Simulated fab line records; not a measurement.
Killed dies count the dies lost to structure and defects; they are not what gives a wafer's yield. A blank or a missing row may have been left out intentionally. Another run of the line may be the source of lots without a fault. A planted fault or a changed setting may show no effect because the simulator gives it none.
Chamber matching | flow n5-finfet | N5_BEOL_M8_STRIP_36 on rie-diel-03: 4 sister chambers
The step strips in N2/H2. 8 wafers are shown with their chamber, then 11 later ones without.

## WAFERS, EACH WITH ITS CHAMBER
wafer  | chamber | throttle-valve-pct (%) | showerhead-plenum-p-Torr (Torr)
L084.4 | 2       | 23.33                  | 2.53
L085.6 | 0       | 24.02                  | 2.52
L086.3 | 3       | 23.41                  | 2.68
L086.5 | 1       | 23.35                  | 2.56
L087.1 | 3       | 23.42                  | 2.68
L087.4 | 0       | 24.05                  | 2.52
L087.5 | 2       | 23.34                  | 2.52
L092.2 | 1       | 23.36                  | 2.56

## WAFERS WITH NO CHAMBER GIVEN
wafer  | throttle-valve-pct (%) | showerhead-plenum-p-Torr (Torr)
L092.3 | 23.40                  | 2.68
L092.4 | 23.40                  | 2.68
L093.1 | 23.39                  | 2.68
L093.3 | 23.35                  | 2.52
L093.6 | 23.38                  | 2.68
L096.1 | 23.42                  | 2.67
L096.3 | 23.36                  | 2.52
L096.5 | 23.39                  | 2.52
L097.1 | 23.42                  | 2.55
L097.3 | 23.40                  | 2.52
L097.5 | 23.39                  | 2.67

## EACH ONE'S CHAMBER
wafer  | from the rows above | in truth
L092.3 | 3                   | 3
L092.4 | 3                   | 3
L093.1 | 3                   | 3
L093.3 | 2                   | 2
L093.6 | 3                   | 3
L096.1 | 3                   | 3
L096.3 | 2                   | 2
L096.5 | 2                   | 2
L097.1 | 1                   | 1
L097.3 | 2                   | 2
L097.5 | 3                   | 3
Correctly placed: 11 of 11. Number that these rows cannot place: 0. Placed wrongly: 0.
How it was worked out, from the rows above alone: a wafer's distance from a chamber is the root of the sum, over the readings, of the square of ((its reading less the chamber's mean) divided by the reading's scatter). If the next closest chamber is less than 2 further off than the closest, the wafer can't be placed; otherwise it belongs to the closest. For every chamber, the mean is computed from those of its wafers that are shown. The scatter: take each reading less its chamber's mean, square it, sum over the shown wafers, divide by the number of wafers less the number of chambers, and take the root.
